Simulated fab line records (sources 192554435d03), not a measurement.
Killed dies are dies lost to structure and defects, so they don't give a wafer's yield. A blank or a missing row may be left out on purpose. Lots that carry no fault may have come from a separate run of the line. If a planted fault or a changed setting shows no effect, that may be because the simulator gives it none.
Shared-tool check	flow n5 finfet	Sampled: 11 lots, 33 wafers

## WHY THIS WAS OPENED
N5_BEOL_M4_RC_MEAS_101, reading VT_P_LONG: flagged on 2 of 11 lots. Wafers without a fault read -275.2 mV, standard deviation 2.8.
Rule: a lot is flagged when every wafer of it that has a number lies more than 4 standard deviations from that mean, or none has a number. All remaining lots are regarded as sound.

lot	measured	on	VT_P_LONG (mV), wafer by wafer	flag
L714	day 8 12:22	prober-01	-270.9 -269.7 -268.7	
L715	day 8 21:15	prober-02	-278.0 -280.3 -278.5	
L717	day 9 14:58	prober-02	-272.3 -274.7 -276.6	
L719	day 9 23:16	prober-02	-274.2 -276.8 -275.0	
L721	day 10 07:52	prober-02	-278.2 -276.3 -275.2	
L723	day 10 17:22	prober-01	-275.1 -273.3 -272.0	
L724	day 11 04:19	prober-02	-276.3 -275.1 -276.0	
L726	day 11 20:52	prober-02	-276.1 -276.8 -276.3	
L730	day 12 07:01	prober-02	-279.8 -279.6 -279.7	
L733	day 12 22:44	prober-01	-291.4 -292.7 -292.5	FLAGGED
L736	day 13 20:39	prober-01	-293.1 -292.8 -292.7	FLAGGED
The numbers of the flagged lots are -292.5 mV on average: -17.3 mV against the usual, or -6 standard deviations.

## WHICH TOOL RAN EACH LOT
The record holds 3 process steps before the reading, out of a route of 1938 steps. Each cell gives the tool, then ch followed by the chambers the sampled wafers passed through, then the start.
lot	flag	N5_HKMG_FIN_RTA_80	N5_BEOL_M4_ANNEAL_82	N5_BEOL_M4_ANNEAL_89
L714		rtp anneal-01 ch 0, day 4 00:02	pvd sputter-02, day 8 09:43	pvd sputter-02, day 8 10:09
L715		rtp anneal-01 ch 0, day 4 09:50	pvd sputter-02, day 8 18:19	pvd sputter-02, day 8 18:45
L717		rtp anneal-02 ch 0, day 4 19:07	pvd sputter-01, day 9 12:18	pvd sputter-01, day 9 12:44
L719		rtp anneal-01 ch 0, day 5 08:10	pvd sputter-03, day 9 20:56	pvd sputter-03, day 9 21:22
L721		rtp anneal-01 ch 0, day 6 01:22	pvd sputter-03, day 10 05:14	pvd sputter-03, day 10 05:40
L723		rtp anneal-02 ch 0, day 6 12:16	pvd sputter-01, day 10 15:01	pvd sputter-01, day 10 15:28
L724		rtp anneal-02 ch 0, day 6 21:13	pvd sputter-03, day 11 01:53	pvd sputter-03, day 11 02:19
L726		rtp anneal-02 ch 0, day 7 05:01	pvd sputter-02, day 11 18:22	pvd sputter-02, day 11 18:48
L730		rtp anneal-01 ch 0, day 8 05:46	pvd sputter-01, day 12 04:39	pvd sputter-01, day 12 05:05
L733	FLAGGED	rtp anneal-01 ch 0, day 8 21:21	pvd sputter-02, day 12 19:27	pvd sputter-02, day 12 19:53
L736	FLAGGED	rtp anneal-01 ch 0, day 9 14:14	pvd sputter-02, day 13 17:45	pvd sputter-02, day 13 18:15
What these steps do:
- N5_HKMG_FIN_RTA_80: time 2 s.
- N5_BEOL_M4_ANNEAL_82: time 240 s.
- N5_BEOL_M4_ANNEAL_89: time 240 s.
- N5_BEOL_M4_RC_MEAS_101

## FLAGGED AGAINST TOTAL, ONE TOOL AT A TIME (gauges that did the reading follow at the end)
step	tool	lots run	flagged	share of the flagged lots	sound lots run after its first flagged lot
N5_HKMG_FIN_RTA_80	rtp anneal-01	7	2	all	0
N5_HKMG_FIN_RTA_80	rtp anneal-02	4	0	none	-
N5_BEOL_M4_ANNEAL_82	pvd sputter-01	3	0	none	-
N5_BEOL_M4_ANNEAL_82	pvd sputter-02	5	2	all	0
N5_BEOL_M4_ANNEAL_82	pvd sputter-03	3	0	none	-
N5_BEOL_M4_ANNEAL_89	pvd sputter-01	3	0	none	-
N5_BEOL_M4_ANNEAL_89	pvd sputter-02	5	2	all	0
N5_BEOL_M4_ANNEAL_89	pvd sputter-03	3	0	none	-
N5_BEOL_M4_RC_MEAS_101	prober-01	4	2	all	0
N5_BEOL_M4_RC_MEAS_101	prober-02	7	0	none	-

## WHAT THE TABLE ALLOWS
4 rows of the table ran every flagged lot: rtp anneal-01 at N5_HKMG_FIN_RTA_80, pvd sputter-02 at N5_BEOL_M4_ANNEAL_82, pvd sputter-02 at N5_BEOL_M4_ANNEAL_89, prober-01 at N5_BEOL_M4_RC_MEAS_101.
- rtp anneal-01 at N5_HKMG_FIN_RTA_80: 2 of its 7 lots flagged. Its last sound lot is L730 (day 8 05:46), its first flagged lot L733 (day 8 21:21): a fault that began between those two fits.
- pvd sputter-02 at N5_BEOL_M4_ANNEAL_82: 2 of its 5 lots flagged. Its last sound lot is L726 (day 11 18:22), its first flagged lot L733 (day 12 19:27): a fault that began between those two fits.
- pvd sputter-02 at N5_BEOL_M4_ANNEAL_89: 2 of its 5 lots flagged. Its last sound lot is L726 (day 11 18:48), its first flagged lot L733 (day 12 19:53): a fault that began between those two fits.
- prober-01 at N5_BEOL_M4_RC_MEAS_101: 2 of its 4 lots flagged. Its last sound lot is L723 (day 10 17:22), its first flagged lot L733 (day 12 22:44): a fault that began between those two fits.
A lot count leaves these 3 tools indistinguishable: every one of them fits a fault beginning at some hour. More lots, or a look at what each step does to the wafer, might.

## WHAT THE SIMULATOR HAD PUT IN
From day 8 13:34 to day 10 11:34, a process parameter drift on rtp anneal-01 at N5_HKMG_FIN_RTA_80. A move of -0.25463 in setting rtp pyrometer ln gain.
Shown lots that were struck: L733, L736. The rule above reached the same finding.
